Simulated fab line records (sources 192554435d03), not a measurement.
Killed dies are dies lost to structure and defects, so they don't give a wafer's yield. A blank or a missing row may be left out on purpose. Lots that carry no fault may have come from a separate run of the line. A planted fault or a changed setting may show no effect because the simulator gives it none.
A lot that was struck, set against a sound lot ; flow n5_finfet ; 14 out of 1938 route steps
Sound: wafers L755.3, L755.5, L755.6. Wafers L760.1, L760.2, L760.5 were the ones struck. Last of all comes the cause.
For every step that has rows: the tool of each side, followed by ch and its chambers, followed by its first start. Under that, the readings that differ: sound wafers ; struck wafers ; difference of the means ; sigmas: that difference in standard deviations of wafers without a fault.
alike: same words and numbers on both sides, and readings whose means sit less than 2 such deviations apart. not compared: any withheld reading, any reading some wafer has no value for, any bound like >300 that may hide the same value, and any number with overlapping values for which the record gives no deviation.
A row with sigmas, a row that says differs or no value, or rows on one side alone: a step with any of these is where the two part. Numbers that have no deviation but don't overlap get no sigmas and don't part them. Lack of a reading on every wafer of one side parts them only where that side has two or more wafers.

first, 1 step without rows for these wafers: N5_BEOL_M14_HARDBAKE_32 (time 120 s).
N5_BEOL_M14_CD_MEAS_28 targets a cd of 284.4 nm.
  sound on cd_sem-03 ch 0, day 14 08:20; struck on cd_sem-03 ch 0, day 16 11:49
  alike: cd_nm
N5_BEOL_M14_OVL_MEAS_29:
  sound on overlay-01 ch 0, day 14 08:21; struck on overlay-02 ch 0, day 16 11:51
  alike: M14_OVL
N5_BEOL_M14_INSPECT_30: inspects for defects (macro).
  sound on defect_inspect-01, day 14 08:23; struck on defect_inspect-02, day 16 11:52
  alike: raw_defect_count
N5_BEOL_M14_DESCUM_33: chemistry O2, time 7.9 s.
  sound on rie_diel-04 ch 0,3, day 14 08:30; struck on rie_diel-01 ch 0,1, day 16 11:55
  alike: drypump_motor_current_A, oes_product_au, rf_vpp_V, showerhead_plenum_p_Torr, temp_c, throttle_valve_pct
  not compared: rf_hours_counter_h
N5_BEOL_M14_ETCH_67: etches SiARC in CF4, target depth 143 nm, time 238.3 s.
  sound on rie_diel-04 ch 0,3, day 14 08:32; struck on rie_diel-01 ch 0,1, day 16 11:57
  alike: drypump_motor_current_A, etch_rf_on_time_s, oes_product_au, rf_vpp_V, showerhead_plenum_p_Torr, throttle_valve_pct
  not compared: rf_hours_counter_h
N5_BEOL_M14_ETCH_68: etches SOC in N2/H2, time 450 s.
  sound on rie_diel-04 ch 0,3, day 14 08:41; struck on rie_diel-01 ch 0,1, day 16 12:06
  alike: drypump_motor_current_A, oes_product_au, rf_vpp_V, showerhead_plenum_p_Torr, temp_c, throttle_valve_pct
  not compared: rf_hours_counter_h
then, 1 step without rows for these wafers: N5_BEOL_M14_STRIP_69 (strips in N2/H2).
N5_BEOL_M14_TRENCH_ETCH_34: etches SiO2 in C4F8/O2/Ar, target depth 556.65 nm, time 126.9 s.
  sound on rie_diel-04 ch 0,3, day 14 08:57; struck on rie_diel-01 ch 0,1, day 16 12:22
  alike: drypump_motor_current_A, oes_product_au, rf_vpp_V, showerhead_plenum_p_Torr, throttle_valve_pct
  not compared: rf_hours_counter_h
then, 1 step without rows for these wafers: N5_BEOL_M14_STRIP_70 (strips in C4F8/O2/Ar).
N5_BEOL_M14_OCD_MEAS_35:
  sound on ocd-01, day 14 09:07; struck on ocd-01, day 16 12:32
  alike: trench_depth_nm
N5_BEOL_M14_STRIP_37: strips in O2.
  sound on rie_diel-04 ch 0,1,3, day 14 10:06; struck on rie_diel-01 ch 1,2,3, day 16 14:31
  alike: drypump_motor_current_A, oes_product_au, rf_vpp_V, showerhead_plenum_p_Torr, temp_c, throttle_valve_pct
  not compared: rf_hours_counter_h
N5_BEOL_M14_ETCH_38: etches SiCN in CF4/N2, target depth 106.5 nm, time 120.6 s.
  sound on rie_diel-04 ch 0,1,3, day 14 10:08; struck on rie_diel-01 ch 1,2,3, day 16 14:34
reading;sound;struck;difference;sigmas
model.etch.depth_nm (nm);96.45 97.32 96.69;75.32 72.77 77.55;-21.61;
  alike: drypump_motor_current_A, oes_product_au, rf_vpp_V, showerhead_plenum_p_Torr, throttle_valve_pct
  not compared: rf_hours_counter_h
then, 1 step without rows for these wafers: N5_BEOL_M14_PRECLEAN_39 (cleans in residue remover, time 60 s).

== WHERE THEY PART ==
Nowhere in this record.

WHY: the cause the simulator had injected
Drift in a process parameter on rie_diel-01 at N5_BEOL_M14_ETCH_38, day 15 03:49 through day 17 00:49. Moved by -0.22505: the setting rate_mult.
